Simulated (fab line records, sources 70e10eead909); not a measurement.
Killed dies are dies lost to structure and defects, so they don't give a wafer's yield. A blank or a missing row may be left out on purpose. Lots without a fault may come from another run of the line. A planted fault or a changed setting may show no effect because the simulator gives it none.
fab line records | flow nand_harc
record lots=24 wafers=72 last_day=25
route steps=1159 shown A_CONTACT@842
lots that met no fault: from a run of the same line without faults
start_h: hours from the record's first day to the start of the lot's first wafer shown | wait_h: hours since the lot's step before | " the same as in the row above | L1.1+2: a row that stands for several wafers | - no value, or no start given | * or withheld: withheld | < > ~ a bound
route shown NAME@n: a module of which the file shows steps, and the number in the route of the first | usual: mean/standard deviation of fault-free wafers | same: alike in all rows | chamber/n: place in a boat | sites: the reading at each site | _std_site: their standard deviation | _edge_site: outer sites' mean less inner sites' | radius_mm: how far each site lies from the wafer's centre | mask NAME#n: copy n | behind: the tool/chamber that last shaped the wafer | hold: why the lot was held/for how many hours/how that ended | device: the transistor (n, p or np) that didn't switch | end of line: the same wafers' tests at the end of the route | a step without rows: its recipe alone | killed: dies lost to structure and defects at the first sort, not the wafer's yield | map: a wafer's dies, x killed, . not, _ none there
set.NAME: the setting as run; set.NAME@STEP: as run at that earlier step | model.NAME: the simulator's own value behind a step, which no gauge read
steps of the route over a sample of lots; a table a step, a row a wafer
services: from which hour (start_h, from the record's first day; less than 0 if before it) a tool's chamber was out of use, for how many hours, and why
## steps
# step NHARC_A_CONTACT_DEP_28
# recipe target_thk_a=36000 temp_c=400 material=aC
# usual throttle_valve_pct=35.000/0.0088
# columns lot.wafer tool chamber start_h wait_h throttle_valve_pct
L074.1 acl_dep-01 0 362.37 0.4 35.009
L074.4 " 0 363.49 1.5 34.998
L074.5 " 0 " " 35.003
L075.1 acl_dep-02 0 362.70 0.4 35.005
L075.3 " 0 " " 34.998
L075.6 " 0 364.54 2.2 34.993
L077.2 acl_dep-03 0 371.03 0.4 34.996
L077.4 " 0 " " 34.996
L077.5 " 0 " " 34.995
L076.2 acl_dep-01 0 371.12 0.4 35.020
L076.4 " 0 " " 35.004
L076.6 " 0 " " 34.991
L078.1 acl_dep-03 0 375.20 0.4 35.007
L078.3 " 0 " " 34.994
L078.4 " 0 " " 35.001
L080.2 acl_dep-01 0 397.68 0.4 34.997
L080.5 " 0 398.78 1.5 34.998
L080.6 " 0 " " 34.988
L079.2 acl_dep-03 0 399.91 1.0 35.001
L079.3 " 0 " " 34.992
L079.6 " 0 401.37 2.4 34.989
L081.1 acl_dep-01 0 409.20 0.1 34.991
L081.4 " 0 410.28 1.1 34.996
L081.6 " 0 " " 34.997
L082.2 acl_dep-02 0 410.27 0.5 34.978
L082.3 " 0 " " 35.006
L082.5 " 0 " " 34.994
L085.1 acl_dep-02 0 424.53 2.5 34.995
L085.3 " 0 " " 34.999
L085.6 " 0 426.34 4.3 34.986
L084.1 acl_dep-01 0 426.27 1.9 35.022
L084.2 " 0 " " 34.997
L084.6 " 0 428.10 3.7 35.002
L083.1 acl_dep-01 0 432.81 0.1 34.999
L083.2 " 0 " " 35.015
L083.3 " 0 " " 35.002
L087.3 acl_dep-01 0 440.19 0.8 35.004
L087.4 " 0 " " 34.998
L087.5 " 0 " " 35.007
L088.1 acl_dep-02 0 442.82 1.0 34.998
L088.3 " 0 " " 34.981
L088.6 " 0 444.66 2.8 35.006
L086.1 acl_dep-03 0 444.29 0.1 35.001
L086.4 " 0 445.38 1.1 35.005
L086.6 " 0 " " 34.996
L089.3 acl_dep-01 0 454.74 0.8 34.992
L089.5 " 0 " " 34.997
L089.6 " 0 " " 35.010
L090.1 acl_dep-01 0 458.35 0.1 35.008
L090.3 " 0 " " 35.009
L090.6 " 0 460.20 1.9 35.003
L092.1 acl_dep-02 0 470.94 2.1 34.997
L092.3 " 0 " " 35.009
L092.6 " 0 472.77 3.9 35.010
L091.1 acl_dep-03 0 471.63 2.5 34.989
L091.3 " 0 " " 35.001
L091.4 " 0 " " 34.991
L093.2 acl_dep-03 0 477.66 0.4 35.013
L093.4 " 0 " " 35.008
L093.5 " 0 " " 35.021
L094.1 acl_dep-02 0 488.24 1.9 34.986
L094.3 " 0 " " 34.994
L094.5 " 0 " " 34.979
L096.1 acl_dep-03 0 494.46 0.1 35.000
L096.5 " 0 495.92 1.5 34.994
L096.6 " 0 " " 35.021
L095.1 acl_dep-02 0 500.65 0.1 35.006
L095.2 " 0 " " 35.001
L095.3 " 0 " " 34.999
L097.2 acl_dep-03 0 522.10 0.7 34.994
L097.3 " 0 " " 34.991
L097.5 " 0 " " 34.992
# step NHARC_A_CONTACT_ETCH_49
# recipe target_depth_a=2600 over_etch_frac=0.3 time_s=475.3 ion_energy_ev=200 n2_flow_sccm=150 h2_flow_sccm=150 ar_flow_sccm=0 rf_w=400 bias_w=150 chemistry=N2/H2
# usual drypump_motor_current_A=5.9/0.44 oes_product_au=0.999/0.01 rf_fwd_power_W=399.5/1.2 rf_vpp_V=432.7/2 showerhead_plenum_p_Torr=2.12/0.07 throttle_valve_pct=14.171/0.0092
# columns lot.wafer tool chamber start_h wait_h drypump_motor_current_A oes_product_au rf_fwd_power_W rf_hours_counter_h rf_vpp_V showerhead_plenum_p_Torr throttle_valve_pct
L075.3 rie_diel-07 0 - - 6.3 1.006 399.2 52 433.0 2.13 14.166
L075.1 " 1 " " 5.5 1.005 397.3 44 431.0 2.01 14.180
L075.6 " 1 " " 5.4 0.996 399.7 - 430.0 2.01 14.184
L074.1 rie_diel-09 1 - - 6.2 1.006 400.3 17 433.1 2.15 14.164
L074.4 " 2 " " 5.9 1.003 398.7 21 434.1 2.18 14.169
L074.5 " 0 " " 5.5 1.012 400.4 - 428.9 1.99 14.173
L077.2 rie_diel-09 1 - - 6.2 1.000 399.9 19 433.0 2.15 14.159
L077.4 " 2 " " 5.9 0.987 399.5 21 433.5 2.18 14.171
L077.5 " 1 " " 6.2 0.990 399.6 - 433.2 2.15 14.173
L076.4 rie_diel-02 3 - - 5.8 0.989 397.9 15 435.2 2.21 14.165
L076.2 " 0 " " 5.7 0.972 400.8 1 436.7 2.22 14.180
L076.6 " 3 " " 5.8 1.000 398.6 - 435.4 2.21 14.168
L078.4 rie_diel-02 0 - - 5.7 0.980 400.5 3 435.3 2.22 14.178
L078.1 " 2 " " 6.3 1.005 398.4 17 431.5 2.08 14.166
L078.3 " 3 " " 5.9 0.998 398.8 17 436.1 2.21 14.189
L080.2 rie_diel-07 0 - - 6.3 0.999 398.8 63 433.8 2.12 14.184
L080.5 " 0 " " 6.3 1.006 398.4 - 432.2 2.12 14.175
L080.6 " 1 " " 5.5 1.007 398.9 - 430.1 2.00 14.171
L079.3 rie_diel-09 1 - - 6.2 1.000 398.0 23 433.0 2.15 14.187
L079.2 " 2 " " 5.9 0.999 399.1 27 435.1 2.18 14.180
L079.6 " 1 " " 6.2 1.000 399.9 - 433.3 2.15 14.165
L081.4 rie_diel-09 2 - - 5.9 0.999 400.3 29 432.7 2.18 14.173
L081.1 " 0 " " 5.5 1.009 400.9 31 429.7 1.99 14.167
L081.6 " 2 " " 5.9 0.993 399.1 - 434.8 2.18 14.180
L082.2 rie_diel-02 2 - - 6.3 0.998 399.8 34 431.4 2.07 14.178
L082.3 " 3 " " 5.9 0.992 400.0 34 435.6 2.21 14.178
L082.5 " 1 " " 6.7 0.993 401.3 - 432.7 2.12 14.170
L085.3 rie_diel-02 1 - - 6.7 0.999 400.0 38 434.0 2.11 14.163
L085.1 " 2 " " 6.3 0.988 401.2 40 430.7 2.07 14.174
L085.6 " 1 " " 6.7 1.008 397.7 - 433.4 2.11 14.156
L084.1 rie_diel-09 3 - - 5.2 1.005 401.3 34 432.4 2.11 14.169
L084.2 " 0 " " 5.5 0.999 399.4 33 428.2 1.98 14.166
L084.6 " 1 " " 6.2 0.991 399.7 - 434.4 2.15 14.175
L083.1 rie_diel-02 1 - - 6.7 1.003 399.3 43 433.5 2.11 14.173
L083.3 " 2 " " 6.3 1.001 400.7 45 430.0 2.07 14.153
L083.2 " 0 " " 5.7 0.989 400.7 27 434.6 2.21 14.178
L087.4 rie_diel-09 0 - - 5.5 1.010 398.6 0 429.0 1.98 14.178
L087.3 " 1 " " 6.2 1.009 399.9 0 432.8 2.15 14.165
L087.5 " 1 " " 6.2 1.005 401.3 - 434.0 2.15 14.185
L088.3 rie_diel-07 2 - - 6.0 1.013 398.2 12 434.3 2.17 14.153
L088.1 " 3 " " 5.4 0.997 400.4 12 432.3 2.12 14.185
L088.6 " 3 " " 5.4 0.998 401.1 - 432.9 2.12 14.165
L086.4 rie_diel-09 2 - - 5.9 0.995 397.0 2 433.5 2.18 14.170
L086.1 " 3 " " 5.1 1.003 398.2 2 433.7 2.11 14.175
L086.6 " 0 " " 5.5 1.008 398.9 - 429.6 1.98 14.162
L089.3 rie_diel-02 0 - - 5.7 0.983 398.8 34 434.2 2.21 14.175
L089.5 " 3 " " 5.8 0.981 398.7 - 435.9 2.20 14.173
L089.6 " 0 " " 5.7 0.969 398.1 - 435.8 2.21 14.176
L090.1 rie_diel-09 0 - - 5.5 0.999 402.7 6 429.5 1.98 14.180
L090.3 " 1 " " 6.2 1.002 400.9 6 432.7 2.15 14.172
L090.6 " 0 " " 5.5 1.024 402.4 - 430.5 1.98 14.153
L092.3 rie_diel-02 3 - - 5.8 0.990 399.5 56 433.9 2.20 14.171
L092.1 " 0 " " 5.7 0.979 400.5 39 434.4 2.20 14.161
L092.6 " 2 " " 6.3 1.004 398.8 - 432.2 2.06 14.189
L091.1 rie_diel-09 3 - - 5.1 0.995 400.0 7 432.4 2.11 14.171
L091.3 " 1 " " 6.2 1.000 401.3 8 431.1 2.14 14.186
L091.4 " 2 " " 5.8 1.002 399.0 7 436.5 2.17 14.186
L093.4 rie_diel-07 3 - - 5.5 1.008 399.4 25 431.0 2.11 14.166
L093.2 " 1 " " 5.4 1.015 398.9 18 431.1 2.00 14.164
L093.5 " 3 " " 5.5 1.008 399.1 - 432.0 2.11 14.183
L094.3 rie_diel-02 0 - - 5.7 0.992 399.1 44 434.7 2.20 14.165
L094.1 " 1 " " 6.7 0.996 401.0 63 432.9 2.11 14.183
L094.5 " 2 " " 6.3 1.005 398.4 - 431.5 2.06 14.166
L096.1 rie_diel-09 1 - - 6.2 1.000 398.0 11 433.7 2.14 14.168
L096.6 " 0 " " 5.5 1.012 396.6 - 427.5 1.98 14.176
L096.5 " 1 " " 6.2 1.007 398.6 - 433.4 2.14 14.174
L095.1 rie_diel-09 1 - - 6.2 0.994 400.3 13 431.7 2.14 14.173
L095.3 " 2 " " 5.8 0.990 396.7 12 432.9 2.17 14.185
L095.2 " 0 " " 5.5 0.998 398.8 13 429.1 1.98 14.174
L097.2 rie_diel-02 2 - - 6.3 0.983 398.9 5 430.2 2.05 14.166
L097.3 " 1 " " 6.7 0.998 399.8 5 431.2 2.10 14.154
L097.5 " 3 " " 5.9 1.010 397.7 - 435.6 2.19 14.159
# step NHARC_A_CONTACT_ETCH_117
# recipe source_w=withheld pressure_mtorr=20 bias_v=3000 time_s=94 target_depth_a=9220 ar_flow_sccm=withheld c4f8_flow_sccm=withheld o2_flow_sccm=withheld chemistry=C4F8/O2/Ar
# columns lot.wafer tool chamber start_h wait_h rf_hours_counter_h
L075.1 har_cap_etch-02 1 371.15 0.1 8
L075.3 " 0 " " -
L075.6 " 0 " " -
L074.1 har_cap_etch-01 0 371.21 0.1 54
L074.4 " 1 " " -
L074.5 " 0 " " -
L077.2 har_cap_etch-01 0 375.71 0.1 55
L077.4 " 0 " " -
L077.5 " 1 " " -
L076.2 har_cap_etch-03 1 375.94 0.1 83
L076.4 " 0 " " -
L076.6 " 1 " " -
L078.1 har_cap_etch-02 0 380.26 0.1 12
L078.4 " 1 " " -
L078.3 " 0 " " -
L080.2 har_cap_etch-03 0 402.25 0.1 88
L080.6 " 1 " " -
L080.5 " 0 " " -
L079.2 har_cap_etch-02 0 404.61 0.1 15
L079.3 " 1 " " -
L079.6 " 0 " " -
L081.1 har_cap_etch-02 1 414.21 0.1 16
L081.4 " 0 " " -
L081.6 " 0 " " -
L082.2 har_cap_etch-01 0 415.30 0.1 62
L082.3 " 1 " " -
L082.5 " 0 " " -
L085.1 har_cap_etch-01 0 429.79 0.1 65
L085.3 " 0 " " -
L085.6 " 0 " " -
L084.2 har_cap_etch-02 0 431.24 0.1 19
L084.1 " 1 " " 19
L084.6 " 0 " " -
L083.1 har_cap_etch-01 0 437.94 0.1 66
L083.2 " 1 " " 66
L083.3 " 0 " " -
L087.3 har_cap_etch-01 1 444.54 0.1 -
L087.4 " 0 " " -
L087.5 " 1 " " -
L088.1 har_cap_etch-01 1 448.00 0.1 68
L088.3 " 1 " " -
L088.6 " 0 " " -
L086.1 har_cap_etch-03 1 449.41 0.1 96
L086.4 " 0 " " -
L086.6 " 0 " " -
L089.3 har_cap_etch-02 0 459.19 0.1 -
L089.5 " 1 " " -
L089.6 " 0 " " -
L090.1 har_cap_etch-02 0 463.59 0.1 26
L090.3 " 0 " " -
L090.6 " 1 " " -
L092.1 har_cap_etch-01 0 476.05 0.1 74
L092.3 " 1 " " -
L092.6 " 1 " " -
L091.1 har_cap_etch-03 0 476.66 0.1 101
L091.4 " 1 " " -
L091.3 " 0 " " -
L093.2 har_cap_etch-01 1 482.62 0.1 75
L093.4 " 0 " " -
L093.5 " 1 " " -
L094.1 har_cap_etch-01 0 493.69 0.1 78
L094.3 " 1 " " -
L094.5 " 0 " " -
L096.1 har_cap_etch-02 0 499.36 0.1 30
L096.5 " 0 " " -
L096.6 " 1 " " -
L095.1 har_cap_etch-03 0 505.71 0.1 105
L095.2 " 1 " " 105
L095.3 " 0 " " -
L097.2 har_cap_etch-01 1 526.79 0.1 83
L097.3 " 0 " " -
L097.5 " 1 " " -
# step NHARC_A_CONTACT_ETCH_78
# recipe target_depth_a=28000 over_etch_frac=0.3 time_s=728 ion_energy_ev=150 o2_flow_sccm=400 cos_flow_sccm=20 ar_flow_sccm=0 rf_w=500 bias_w=300 chemistry=O2/COS
# usual drypump_motor_current_A=5.8/0.43 oes_product_au=1.001/0.0086 rf_fwd_power_W=499.6/1.6 rf_vpp_V=315.6/1.7 showerhead_plenum_p_Torr=3.22/0.1 throttle_valve_pct=28.330/0.0099
# columns lot.wafer tool chamber start_h wait_h drypump_motor_current_A oes_product_au rf_fwd_power_W rf_hours_counter_h rf_vpp_V showerhead_plenum_p_Torr throttle_valve_pct
L074.4 rie_diel-09 3 - - 5.1 1.010 500.9 24 315.6 3.23 28.346
L074.1 " 1 " " 6.2 1.010 501.2 20 316.4 3.28 28.333
L074.5 " 3 " " 5.1 1.007 500.6 - 315.9 3.23 28.337
L075.3 rie_diel-02 0 - - 5.7 0.981 501.0 2 318.1 3.37 28.335
L075.1 " 2 " " 6.3 0.998 501.4 17 313.5 3.17 28.333
L075.6 " 0 " " 5.7 0.993 499.5 - 317.7 3.37 28.308
L076.4 rie_diel-09 0 - - 5.5 1.007 496.8 25 313.6 3.05 28.319
L076.2 " 1 " " 6.2 1.003 499.6 21 318.2 3.28 28.319
L076.6 " 0 " " 5.5 1.012 500.5 - 313.0 3.05 28.335
L077.2 rie_diel-07 0 - - 6.3 1.002 499.9 58 317.5 3.24 28.326
L077.4 " 2 " " 6.0 0.996 498.4 52 317.8 3.31 28.322
L077.5 " 1 " " 5.5 1.011 500.6 - 313.6 3.07 28.333
L078.1 rie_diel-09 2 - - 5.9 1.002 501.3 25 318.8 3.32 28.339
L078.4 " 3 " " 5.1 1.009 498.7 26 314.6 3.23 28.348
L078.3 " 1 " " 6.2 1.006 499.9 22 315.9 3.28 28.329
L080.2 rie_diel-09 1 - - 6.2 1.010 499.1 25 316.3 3.28 28.323
L080.5 " 3 " " 5.1 1.012 502.1 - 317.0 3.23 28.338
L080.6 " 0 " " 5.5 1.021 499.7 - 314.7 3.05 28.332
L079.2 rie_diel-09 3 - - 5.2 0.991 499.2 30 315.7 3.23 28.334
L079.3 " 2 " " 5.9 0.988 496.2 28 316.2 3.32 28.332
L079.6 " 0 " " 5.5 1.009 499.7 - 313.6 3.05 28.338
L081.1 rie_diel-09 2 - - 5.9 0.993 499.9 31 318.3 3.32 28.330
L081.4 " 0 " " 5.5 1.018 499.1 32 314.9 3.04 28.325
L081.6 " 3 " " 5.1 1.010 500.1 - 315.9 3.23 28.332
L082.3 rie_diel-09 2 - - 5.9 0.985 499.5 31 316.9 3.31 28.327
L082.2 " 3 " " 5.1 1.001 501.4 33 315.6 3.23 28.321
L082.5 " 2 " " 5.9 0.977 500.2 - 315.4 3.31 28.316
L085.3 rie_diel-07 3 - - 5.5 1.006 501.2 9 314.9 3.23 28.343
L085.1 " 0 " " 6.3 0.987 500.5 9 315.8 3.23 28.329
L085.6 " 2 " " 6.0 1.002 500.7 - 316.6 3.31 28.340
L084.2 rie_diel-07 3 - - 5.5 0.997 500.4 10 315.1 3.23 28.327
L084.1 " 1 " " 5.4 1.008 498.5 9 312.3 3.07 28.316
L084.6 " 3 " " 5.5 1.003 499.0 - 314.1 3.23 28.327
L083.1 rie_diel-09 2 - - 5.9 0.997 498.6 1 315.5 3.31 28.345
L083.3 " 3 " " 5.1 1.000 502.0 1 315.6 3.23 28.343
L083.2 " 0 " " 5.5 1.013 499.6 1 312.1 3.04 28.342
L087.4 rie_diel-09 2 - - 5.9 0.992 498.2 2 316.4 3.31 28.328
L087.3 " 3 " " 5.1 0.997 497.7 2 315.5 3.23 28.339
L087.5 " 1 " " 6.2 1.002 499.0 - 316.8 3.27 28.341
L088.3 rie_diel-09 2 - - 5.9 0.994 496.1 3 318.4 3.31 28.340
L088.1 " 0 " " 5.5 1.004 500.6 4 311.9 3.04 28.335
L088.6 " 2 " " 5.9 0.985 496.9 - 316.8 3.31 28.342
L086.4 rie_diel-09 1 - - 6.2 0.996 499.6 4 315.7 3.27 28.314
L086.1 " 0 " " 5.5 0.999 495.5 4 313.3 3.04 28.341
L086.6 " 1 " " 6.2 1.002 501.2 - 317.3 3.27 28.334
L089.3 rie_diel-02 1 - - 6.7 1.012 501.5 54 315.3 3.22 28.329
L089.5 " 0 " " 5.7 0.984 501.5 - 317.4 3.35 28.330
L089.6 " 1 " " 6.7 1.001 501.4 - 315.1 3.22 28.336
L090.3 rie_diel-09 3 - - 5.2 0.997 500.0 6 315.9 3.22 28.333
L090.1 " 0 " " 5.5 1.013 502.2 7 312.1 3.04 28.335
L090.6 " 3 " " 5.1 1.010 498.0 - 315.7 3.22 28.326
L091.4 rie_diel-09 3 - - 5.2 1.001 500.0 9 316.1 3.22 28.313
L091.3 " 1 " " 6.2 1.016 500.8 9 315.6 3.27 28.304
L091.1 " 2 " " 5.9 0.990 497.7 8 315.8 3.31 28.324
L092.3 rie_diel-02 2 - - 6.3 1.013 499.6 64 314.0 3.15 28.342
L092.1 " 3 " " 5.9 0.995 501.4 59 317.0 3.34 28.335
L092.6 " 2 " " 6.3 0.999 500.6 - 314.1 3.15 28.321
L093.4 rie_diel-09 1 - - 6.2 1.011 498.3 10 315.9 3.27 28.318
L093.2 " 0 " " 5.5 1.004 499.2 11 312.4 3.04 28.332
L093.5 " 2 " " 5.9 0.999 501.5 - 317.9 3.31 28.333
L094.1 rie_diel-09 1 - - 6.2 0.994 498.7 13 315.8 3.27 28.333
L094.3 " 3 " " 5.1 0.994 504.1 11 315.0 3.22 28.328
L094.5 " 2 " " 5.9 0.987 502.7 - 316.3 3.31 28.320
L096.1 rie_diel-09 1 - - 6.2 0.996 496.2 14 315.4 3.27 28.337
L096.5 " 3 " " 5.1 0.997 498.2 - 315.7 3.22 28.313
L096.6 " 0 " " 5.5 1.008 500.0 - 314.0 3.04 28.320
L095.2 rie_diel-09 2 - - 5.9 0.996 500.1 14 317.2 3.31 28.317
L095.3 " 3 " " 5.1 0.999 497.6 14 315.2 3.22 28.339
L095.1 " 0 " " 5.5 1.015 500.3 15 312.2 3.04 28.341
L097.3 rie_diel-09 2 - - 5.9 1.002 503.6 19 316.6 3.30 28.313
L097.2 " 1 " " 6.2 0.998 500.2 20 317.4 3.26 28.321
L097.5 " 0 " " 5.5 1.001 496.8 - 313.3 3.03 28.313
# step NHARC_A_CONTACT_ETCH_124
# recipe source_w=withheld pressure_mtorr=20 bias_v=withheld time_s=140 target_depth_a=7000 ar_flow_sccm=withheld c4f8_flow_sccm=withheld o2_flow_sccm=withheld chemistry=C4F8/O2/Ar
# columns lot.wafer tool chamber start_h wait_h rf_hours_counter_h
L074.1 har_cap_etch-02 1 377.58 - 10
L074.4 " 0 " " -
L074.5 " 0 " " -
L075.1 har_cap_etch-01 0 377.83 - 56
L075.3 " 1 " " -
L075.6 " 1 " " -
L076.2 har_cap_etch-03 1 384.39 - 85
L076.4 " 1 " " -
L076.6 " 0 " " -
L077.2 har_cap_etch-02 0 387.00 - 13
L077.4 " 1 " " -
L077.5 " 0 " " -
L078.1 har_cap_etch-01 0 388.31 - 58
L078.3 " 0 " " -
L078.4 " 1 " " -
L080.2 har_cap_etch-01 0 408.33 - 60
L080.6 " 0 " " -
L080.5 " 1 " " -
L079.2 har_cap_etch-03 0 411.21 - 89
L079.3 " 0 " " -
L079.6 " 1 " " -
L081.1 har_cap_etch-01 1 420.37 - 63
L081.4 " 0 " " -
L081.6 " 0 " " -
L082.2 har_cap_etch-03 0 421.74 - 91
L082.3 " 1 " " -
L082.5 " 1 " " -
L085.1 har_cap_etch-03 1 436.16 - 93
L085.3 " 1 " " -
L085.6 " 1 " " -
L084.1 har_cap_etch-02 1 437.76 - 20
L084.2 " 0 " " 20
L084.6 " 1 " " -
L083.1 har_cap_etch-02 1 444.88 - 21
L083.2 " 0 " " 21
L083.3 " 1 " " -
L087.4 har_cap_etch-02 1 451.87 - -
L087.3 " 0 " " -
L087.5 " 0 " " -
L088.1 har_cap_etch-03 0 454.34 - 97
L088.3 " 1 " " -
L088.6 " 0 " " -
L086.1 har_cap_etch-01 0 456.17 - 70
L086.4 " 1 " " -
L086.6 " 0 " " -
L089.3 har_cap_etch-01 1 465.71 - -
L089.6 " 0 " " -
L089.5 " 1 " " -
L090.1 har_cap_etch-03 0 470.35 - 100
L090.3 " 1 " " -
L090.6 " 0 " " -
L091.1 har_cap_etch-03 1 484.63 - 102
L091.3 " 0 " " -
L091.4 " 1 " " -
L092.1 har_cap_etch-01 0 485.33 - 76
L092.3 " 1 " " -
L092.6 " 1 " " -
L093.2 har_cap_etch-02 0 490.67 - 28
L093.4 " 0 " " -
L093.5 " 0 " " -
L094.1 har_cap_etch-01 0 502.33 - 78
L094.3 " 0 " " -
L094.5 " 1 " " -
L096.1 har_cap_etch-02 0 506.96 - 31
L096.5 " 0 " " -
L096.6 " 1 " " -
L095.2 har_cap_etch-03 1 512.01 - 106
L095.1 " 0 " " 106
L095.3 " 0 " " -
L097.2 har_cap_etch-01 1 535.17 - 85
L097.3 " 1 " " -
L097.5 " 1 " " -
# step NHARC_A_CONTACT_ETCH_130
# recipe source_w=withheld pressure_mtorr=20 bias_v=1200 time_s=155 target_depth_a=9560 ar_flow_sccm=withheld c4f8_flow_sccm=withheld o2_flow_sccm=withheld chemistry=C4F8/O2/Ar
# columns lot.wafer tool chamber start_h wait_h rf_hours_counter_h
L074.1 har_cap_etch-02 1 378.48 0.1 11
L074.4 " 0 " " -
L074.5 " 0 " " -
L075.1 har_cap_etch-01 0 378.74 0.1 56
L075.3 " 1 " " -
L075.6 " 1 " " -
L076.2 har_cap_etch-03 1 385.29 0.1 86
L076.4 " 1 " " -
L076.6 " 0 " " -
L077.2 har_cap_etch-02 0 388.20 0.2 13
L077.4 " 1 " " -
L077.5 " 0 " " -
L078.1 har_cap_etch-01 0 389.21 0.1 59
L078.3 " 0 " " -
L078.4 " 1 " " -
L080.2 har_cap_etch-01 0 409.24 0.1 61
L080.6 " 0 " " -
L080.5 " 1 " " -
L079.2 har_cap_etch-03 0 412.12 0.1 90
L079.3 " 0 " " -
L079.6 " 1 " " -
L081.1 har_cap_etch-01 1 421.27 0.1 64
L081.4 " 0 " " -
L081.6 " 0 " " -
L082.2 har_cap_etch-03 0 422.64 0.1 92
L082.3 " 1 " " -
L082.5 " 1 " " -
L085.1 har_cap_etch-03 1 437.06 0.1 94
L085.3 " 1 " " -
L085.6 " 1 " " -
L084.1 har_cap_etch-02 1 438.66 0.1 21
L084.2 " 0 " " 21
L084.6 " 1 " " -
L083.1 har_cap_etch-02 1 445.79 0.1 22
L083.2 " 0 " " 22
L083.3 " 1 " " -
L087.4 har_cap_etch-02 1 452.76 0.1 -
L087.3 " 0 " " -
L087.5 " 0 " " -
L088.1 har_cap_etch-03 0 455.23 0.1 98
L088.3 " 1 " " -
L088.6 " 0 " " -
L086.1 har_cap_etch-01 0 457.07 0.1 71
L086.4 " 1 " " -
L086.6 " 0 " " -
L089.3 har_cap_etch-01 1 466.59 0.1 -
L089.6 " 0 " " -
L089.5 " 1 " " -
L090.1 har_cap_etch-03 0 471.26 0.1 100
L090.3 " 1 " " -
L090.6 " 0 " " -
L091.1 har_cap_etch-03 1 485.52 0.1 103
L091.3 " 0 " " -
L091.4 " 1 " " -
L092.1 har_cap_etch-01 0 486.53 0.2 76
L092.3 " 1 " " -
L092.6 " 1 " " -
L093.2 har_cap_etch-02 0 491.58 0.1 28
L093.4 " 0 " " -
L093.5 " 0 " " -
L094.1 har_cap_etch-01 0 503.23 0.1 79
L094.3 " 0 " " -
L094.5 " 1 " " -
L096.1 har_cap_etch-02 0 507.88 0.1 32
L096.5 " 0 " " -
L096.6 " 1 " " -
L095.2 har_cap_etch-03 1 512.91 0.1 107
L095.1 " 0 " " 107
L095.3 " 0 " " -
L097.2 har_cap_etch-01 1 536.07 0.1 86
L097.3 " 1 " " -
L097.5 " 1 " " -
## services
# columns tool chamber start_h hours kind
acl_dep-02 - 349.70 13.0 pm
rie_diel-09 0 361.22 - clean
rie_diel-09 1 361.22 - clean
rie_diel-09 2 361.22 - clean
rie_diel-09 3 361.22 - clean
rie_diel-09 0 385.89 - clean
rie_diel-09 1 385.89 - clean
rie_diel-09 2 385.89 - clean
rie_diel-07 - 396.21 0.8 repair
acl_dep-03 - 405.06 13.0 pm
rie_diel-07 - 405.23 9.0 pm
rie_diel-09 - 431.10 9.0 pm
rie_diel-07 1 445.64 11.8 repair
rie_diel-07 2 472.43 2.0 repair
acl_dep-01 - 473.90 13.0 pm
rie_diel-07 1 475.59 4.5 repair
rie_diel-07 0 483.49 29.7 repair
har_cap_etch-02 - 484.75 1.8 repair
acl_dep-03 - 501.20 1.5 repair
rie_diel-07 3 501.47 9.7 repair
rie_diel-02 - 504.76 9.0 pm
har_cap_etch-01 - 518.75 0.1 repair
rie_diel-09 3 529.47 15.0 repair
acl_dep-02 - 532.23 13.0 pm
## key
fault none
